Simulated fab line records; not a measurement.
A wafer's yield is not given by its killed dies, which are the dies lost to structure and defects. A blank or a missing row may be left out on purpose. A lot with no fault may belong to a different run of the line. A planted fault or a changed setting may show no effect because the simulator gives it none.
One fault seen from 2 desks / flow n5-finfet / numbers are kept per desk, each desk with only its own; the story behind them comes last

## THE DEFECT DESK
Inspection counts along the route, by lot: the mean over sampled wafers that carry a number. A lot is out of limits, marked OUT, if its mean lies more than 4 standard deviations from the usual mean; the brackets give that distance.
Columns: A = raw-defect-count at N5_BEOL_M9_INSPECT_30, usual 464
lot=L917; first seen here=day 9 20:29; A=498
lot=L921; first seen here=day 10 16:44; A=448
lot=L923; first seen here=day 11 03:37; A=691
lot=L925; first seen here=day 11 05:43; A=707
lot=L928; first seen here=day 12 18:29; A=384
lot=L936; first seen here=day 14 16:41; A=460
lot=L938; first seen here=day 14 23:46; A=368
lot=L937; first seen here=day 15 03:00; A=539
lot=L939; first seen here=day 15 05:15; A=601
This desk found nothing out of limits on any of the 9 lots.

## DESK OF THE TOOL OWNER: rie-diel-01
The tool's own readings at N5_BEOL_M9_STRIP_67 (strips in CF4): means of the sampled wafers that have a number, for each lot that ran on this tool. A lot is out of limits, marked OUT, if its mean lies more than 4 standard deviations from the usual mean; the brackets give that distance.
Columns: A = drypump-motor-current-A at N5_BEOL_M9_STRIP_67, usual 5.9 A; B = oes-product-au at N5_BEOL_M9_STRIP_67, usual 0.77 a.u.; C = rf-vpp-V at N5_BEOL_M9_STRIP_67, usual 271.7 V; D = showerhead-plenum-p-Torr at N5_BEOL_M9_STRIP_67, usual 1.82 Torr; E = throttle-valve-pct at N5_BEOL_M9_STRIP_67, usual 13.58 %
lot=L917; first seen here=day 9 19:21; A=6.0; B=0.76; C=271.8; D=1.84; E=13.52
lot=L923; first seen here=day 11 01:52; A=6.0; B=0.76; C=272.1; D=1.84; E=13.53
lot=L925; first seen here=day 11 05:04; A=5.9; B=0.77; C=271.6; D=1.82; E=13.59
lot=L939; first seen here=day 15 04:10; A=5.9; B=0.74; C=270.8; D=1.82; E=13.64
This desk found nothing out of limits on any of the 4 lots.

## ALL TOGETHER
Nothing the defect desk looked at was out of limits.
Nothing out of limits was seen by the tool owner's desk.

## WHAT HAD BEEN PUT IN BY THE SIMULATOR
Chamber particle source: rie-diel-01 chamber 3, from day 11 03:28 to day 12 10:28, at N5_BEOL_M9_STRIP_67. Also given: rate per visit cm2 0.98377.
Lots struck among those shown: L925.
